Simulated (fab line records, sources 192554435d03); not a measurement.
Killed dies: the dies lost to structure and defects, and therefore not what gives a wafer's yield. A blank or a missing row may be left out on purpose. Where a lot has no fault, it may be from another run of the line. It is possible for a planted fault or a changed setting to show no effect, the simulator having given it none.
Chamber matching + flow n5Finfet + N5_BEOL_M5_ETCH_68 on rieDiel-02: 4 sister chambers
The step etches SOC in N2/H2, target depth 80 nm, overetch 16 nm, time 120 s. 4 wafers are shown with their chamber, then 7 later ones without.

EACH WAFER AND ITS CHAMBER
| wafer  | chamber | showerheadPlenumPTorr (Torr) |
|--------|---------|------------------------------|
| L081.1 | 0       | 2.43                         |
| L083.5 | 1       | 2.52                         |
| L084.1 | 2       | 2.42                         |
| L084.3 | 3       | 2.67                         |

WAFERS MISSING THEIR CHAMBER
| wafer  | showerheadPlenumPTorr (Torr) |
|--------|------------------------------|
| L084.5 | 2.42                         |
| L089.1 | 2.67                         |
| L089.2 | 2.43                         |
| L089.5 | 2.42                         |
| L094.1 | 2.66                         |
| L094.3 | 2.51                         |
| L094.4 | 2.51                         |

WHICH CHAMBER EACH ONE RAN IN
| wafer  | from the rows above     | in truth |
|--------|-------------------------|----------|
| L084.5 | can't be placed: 2 or 0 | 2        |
| L089.1 | 3                       | 3        |
| L089.2 | can't be placed: 0 or 2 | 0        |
| L089.5 | can't be placed: 2 or 0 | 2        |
| L094.1 | 3                       | 3        |
| L094.3 | 1                       | 1        |
| L094.4 | 1                       | 1        |
Correct placement for 4 of the 7. These rows do not allow placing 3 (true chamber among the candidates in 3). Number placed wrongly: 0.
How it was worked out, from the rows above alone: a wafer's distance from a chamber is the root of the sum, over the readings, of the square of ((its reading less the chamber's mean) divided by the reading's scatter). If the next closest chamber is less than 2 further off than the closest, the wafer can't be placed; otherwise it belongs to the closest. A chamber's mean is the mean of its shown wafers. The scatter: root of mean squared gap, hidden wafer to nearest shown wafer, with one shown wafer a chamber.
